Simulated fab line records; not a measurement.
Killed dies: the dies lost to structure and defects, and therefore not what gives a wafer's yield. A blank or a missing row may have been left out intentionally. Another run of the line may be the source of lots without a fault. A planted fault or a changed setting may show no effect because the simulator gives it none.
Chamber matching + flow n5-finfet + 4 sister chambers for N5_BEOL_M8_VIA_ETCH_34 on rie-diel-01
The step etches SiCOH lowk in C4F6/O2, target depth 125.5 nm, time 50.5 s. 4 wafers are shown with their chamber, then 9 later ones without.

== EACH WAFER AND ITS CHAMBER ==
| wafer  | chamber | showerhead-plenum-p-Torr (Torr) |
|--------|---------|---------------------------------|
| L081.4 | 1       | 2.74                            |
| L085.1 | 2       | 2.99                            |
| L085.2 | 0       | 2.90                            |
| L085.4 | 3       | 2.96                            |

== WAFERS WITH NO CHAMBER GIVEN ==
| wafer  | showerhead-plenum-p-Torr (Torr) |
|--------|---------------------------------|
| L089.1 | 2.73                            |
| L089.4 | 2.73                            |
| L089.6 | 2.89                            |
| L091.3 | 2.73                            |
| L091.4 | 2.99                            |
| L091.6 | 2.89                            |
| L097.3 | 2.95                            |
| L097.4 | 2.72                            |
| L097.6 | 2.95                            |

== WHICH CHAMBER EACH ONE RAN IN ==
| wafer  | from the rows above | in truth |
|--------|---------------------|----------|
| L089.1 | 1                   | 1        |
| L089.4 | 1                   | 1        |
| L089.6 | 0                   | 0        |
| L091.3 | 1                   | 1        |
| L091.4 | 2                   | 2        |
| L091.6 | 0                   | 0        |
| L097.3 | 3                   | 3        |
| L097.4 | 1                   | 1        |
| L097.6 | 3                   | 3        |
Correct placement for 9 of the 9. Can't be placed from these rows: 0. Wrongly placed: 0.
How it was worked out, from the rows above alone: a wafer's distance from a chamber is the root of the sum, over the readings, of the square of ((its reading less the chamber's mean) divided by the reading's scatter). If the next closest chamber is less than 2 further off than the closest, the wafer can't be placed; otherwise it belongs to the closest. Each chamber's mean is taken over the wafers shown for it. The scatter: with one shown wafer a chamber, the root of the mean of the squares of how far each hidden wafer lies from its nearest shown one.
